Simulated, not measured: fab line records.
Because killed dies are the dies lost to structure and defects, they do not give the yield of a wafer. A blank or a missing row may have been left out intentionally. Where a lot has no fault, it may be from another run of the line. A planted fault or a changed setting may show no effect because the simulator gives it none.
Struck lot and sound lot, side by side | flow n5 finfet | 14 out of 1938 route steps
Sound: wafers L986.1, L986.2, L986.3. Struck: wafers L994.1, L994.2. (L994.4 of the same lot was not struck and is left out.) The cause comes at the end.
Per side, at each step with rows, come the tool, then ch with its chambers, and then its first start. Under that, the readings that differ: sound wafers | struck wafers | difference of the means | sigmas: that difference in standard deviations of wafers without a fault.
alike: readings with means less than 2 such deviations apart, plus words and numbers identical on both sides. not compared: withheld readings, readings lacking a value on some wafer, bounds such as >300 that could conceal the same value, and numbers that have no deviation in the record and whose values overlap.
A row with sigmas, a row that says differs or no value, or rows on one side alone: a step with any of these is where the two part. Numbers that have no deviation but don't overlap get no sigmas and don't part them. Lack of a reading on every wafer of one side parts them only where that side has two or more wafers.

N5_BEOL_M15_SPUTTER_45: material Cu, target thk 100 nm, time 16.67 s.
  sound on pvd sputter-01 at day 14 11:46; struck on pvd sputter-02 at day 18 14:11
  alike: throttle valve pct
then, 1 step without rows for these wafers: N5_BEOL_M15_ECD_47 (material Cu, target thk 1860 nm).
N5_BEOL_M15_ANNEAL_48: time 90 s.
  sound on rtp anneal-02 ch 0, day 14 12:07; struck on rtp anneal-02 ch 0, day 18 14:33
  alike: anneal temp c, wafer_temp_C_max
N5_BEOL_M15_CMP_49: polishes, stops on SiO2, t overpolish 4.9 s, target thk 850 nm.
  sound on cmp-03 ch 0,1,3, day 14 12:25; struck on cmp-02 ch 0,3, day 18 14:53
  alike: barrier field endpoint s, clearing platen rpm, motor current A, overpolish run s
N5_BEOL_M15_THK_MEAS_50: measures by xrf.
  sound on film metro-01 at day 14 12:43; struck on film metro-01 at day 18 15:08
  alike: M15_THK
then, 2 steps without rows for these wafers: N5_BEOL_M15_PRE_CLEAN_52 (time 15 s); N5_BEOL_M15_DEP_53 (deposits SiCN from 3MS/NH3, target thk 50 nm, time 17.8 s).
N5_BEOL_M15_RS_MEAS_54: measures by four-point-probe.
  sound on film metro-01 at day 14 12:50; struck on film metro-01 at day 18 15:16
  alike: M15_RS
N5_BEOL_M15_INSPECT_55: inspects for defects (darkfield).
  sound on defect inspect-01 at day 14 12:52; struck on defect inspect-02 at day 18 15:17
  alike: raw defect count
N5_BEOL_M15_RC_MEAS_101:
  sound on prober-02 ch 0, day 14 12:54; struck on prober-02 ch 0, day 18 15:19
  reading           | sound                   | struck          | difference | sigmas
  COMB_M10 (S/m)    | 2.6e-11 1.5e-11 2.3e-11 | 1.4e-11 1.5e-11 | -6.8e-12   | -2
  SERP_M13 (ohm/um) | 0.310 0.307 0.313       | 0.292 0.299     | -0.015     | -3
  SERP_M5 (ohm/um)  | 40.3 40.4 39.8          | 37.5 37.4       | -2.7       | -3
  alike: COMB_M11, COMB_M12, COMB_M13, COMB_M14, COMB_M15, COMB_M5, COMB_M6, COMB_M7, COMB_M8, COMB_M9, SERP_M10, SERP_M11, SERP_M12, SERP_M14, SERP_M6, SERP_M7, SERP_M8, SERP_M9, SERP_M9_max_site
N5_PASSIVATION_PECVD_00: deposits SiO2 from SiH4/N2O, target thk 200 nm, time 11.2 s.
  sound on pecvd-03 ch 0,1,2, day 14 13:52; struck on pecvd-02 ch 0,2, day 18 16:17
  alike: heater power w, showerhead plenum p Torr, showerhead vpp V, throttle valve pct
N5_MIM_BOT_DEGAS_01: time 60 s.
  sound on pvd sputter-01 at day 14 14:30; struck on pvd sputter-02 at day 18 17:01
  alike: heater power w
N5_MIM_BOT_SPUTTER_00: material TiN, target thk 35 nm, time 89.7 s.
  sound on pvd sputter-01 at day 14 14:32; struck on pvd sputter-02 at day 18 17:03
  reading                                     | sound        | struck    | difference | sigmas
  model.TiN_of_MIM_BOT_SPUTTER_00.thk nm (nm) | 34.4 34.6 35 | 36.4 36.2 | +1.6       |
  alike: throttle valve pct
then, 1 step without rows for these wafers: N5_MIM_TOP_ALD_00 (deposits Al2O3, purge time 3 s, co reactant pulse time 3 s).

== WHERE THEY PART ==
Only at N5_BEOL_M15_RC_MEAS_101, within this record. Later steps at which nothing parts them and some readings are alike: N5_PASSIVATION_PECVD_00, N5_MIM_BOT_DEGAS_01, N5_MIM_BOT_SPUTTER_00.

WHY: whatever the simulator had introduced
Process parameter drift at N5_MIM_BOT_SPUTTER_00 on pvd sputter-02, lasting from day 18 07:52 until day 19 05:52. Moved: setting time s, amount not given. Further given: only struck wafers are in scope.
